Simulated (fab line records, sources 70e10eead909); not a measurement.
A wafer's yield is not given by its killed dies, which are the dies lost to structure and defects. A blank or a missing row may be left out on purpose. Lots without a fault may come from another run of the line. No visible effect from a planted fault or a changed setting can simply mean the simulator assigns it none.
Matching of chambers ; flow nand harc ; NHARC_A_STAIRCASE_ETCHBACK_157 on rie diel-04 has 4 sister chambers
The step etches the open film in CH3F/O2, target depth 90 nm, time 167.14 s. 7 wafers are shown with their chamber, then 8 later ones without.

WAFERS WITH THEIR CHAMBER
wafer;chamber;showerhead plenum p Torr (Torr);drypump motor current A (A)
L078.4;3;2.59;6.0
L080.6;2;2.64;6.3
L083.1;2;2.64;6.3
L082.3;0;2.40;5.4
L082.5;1;2.64;6.0
L082.6;0;2.40;5.3
L086.2;1;2.63;6.0

WAFERS WITHOUT THEIR CHAMBER
wafer;showerhead plenum p Torr (Torr);drypump motor current A (A)
L086.5;2.63;6.3
L086.6;2.64;6.1
L092.3;2.62;6.3
L092.4;2.62;6.0
L092.5;2.38;5.3
L094.4;2.57;6.1
L094.5;2.57;6.1
L094.6;2.38;5.3

WHICH CHAMBER EACH ONE RAN IN
wafer;from the rows above;in truth
L086.5;2;2
L086.6;1;1
L092.3;2;2
L092.4;1;1
L092.5;0;0
L094.4;3;3
L094.5;3;3
L094.6;0;0
8 of 8 placed correctly. Number that these rows cannot place: 0. Placed wrongly: 0.
How it was worked out, from the rows above alone: a wafer's distance from a chamber is the root of the sum, over the readings, of the square of ((its reading less the chamber's mean) divided by the reading's scatter). If the next closest chamber is less than 2 further off than the closest, the wafer can't be placed; otherwise it belongs to the closest. Each chamber's mean is taken over the wafers shown for it. The scatter is the square root of a quotient: the sum, over the shown wafers, of each reading's squared deviation from its chamber's mean, divided by wafers minus chambers.
